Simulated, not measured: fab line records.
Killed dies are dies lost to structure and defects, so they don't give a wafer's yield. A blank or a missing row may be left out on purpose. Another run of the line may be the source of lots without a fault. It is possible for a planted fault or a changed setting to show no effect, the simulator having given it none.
Matching of chambers ; flow nand-harc ; cmp-03 running NHARC_P_BONDPAD_CMP_32: 4 sister chambers
The step polishes SiCN, target thk 200 nm. 14 wafers are shown with their chamber, then 7 later ones without.

WAFERS, EACH WITH ITS CHAMBER
wafer;chamber;motor-current-A (A)
L077.4;0;10.2
L077.5;1;11.4
L077.6;2;12.8
L081.2;1;12.6
L081.3;2;13.6
L081.5;2;12.9
L087.4;2;12.6
L087.5;3;11.1
L087.6;2;13.5
L090.1;1;11.7
L090.2;3;11.5
L090.3;2;12.8
L091.3;0;10.7
L091.5;2;13.2

SIGNATURES, as means of the wafers listed above
reading;chamber 0;chamber 1;chamber 2;chamber 3;scatter within a chamber
motor-current-A;10.450;11.900;13.057;11.300;0.432
Rule: a wafer's distance from a chamber is the root of the sum, over the readings, of the square of ((its reading less the chamber's mean) divided by the reading's scatter). The wafer belongs to the nearest chamber; if the next one is less than 2 further off, it can't be placed. How the scatter is found: for the shown wafers, subtract from each reading the mean of its chamber, square and add these, divide the total by (wafers less chambers), then take the root.

WAFERS WITHOUT THEIR CHAMBER
wafer;motor-current-A (A)
L091.6;10.9
L092.1;12.0
L092.3;10.3
L092.4;11.8
L097.1;9.9
L097.2;11.7
L097.3;13.4

WHICH CHAMBER EACH WENT THROUGH
wafer;from the rows above;in truth
L091.6;can't be placed: 3 or 0 or 1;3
L092.1;can't be placed: 1 or 3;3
L092.3;can't be placed: 0 or 3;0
L092.4;can't be placed: 1 or 3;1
L097.1;can't be placed: 0 or 3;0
L097.2;can't be placed: 1 or 3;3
L097.3;2;2
Correctly placed: 1 of 7. From these rows, 6 cannot be placed; in 6 the true chamber is one of the candidates. Placed wrongly: 0.
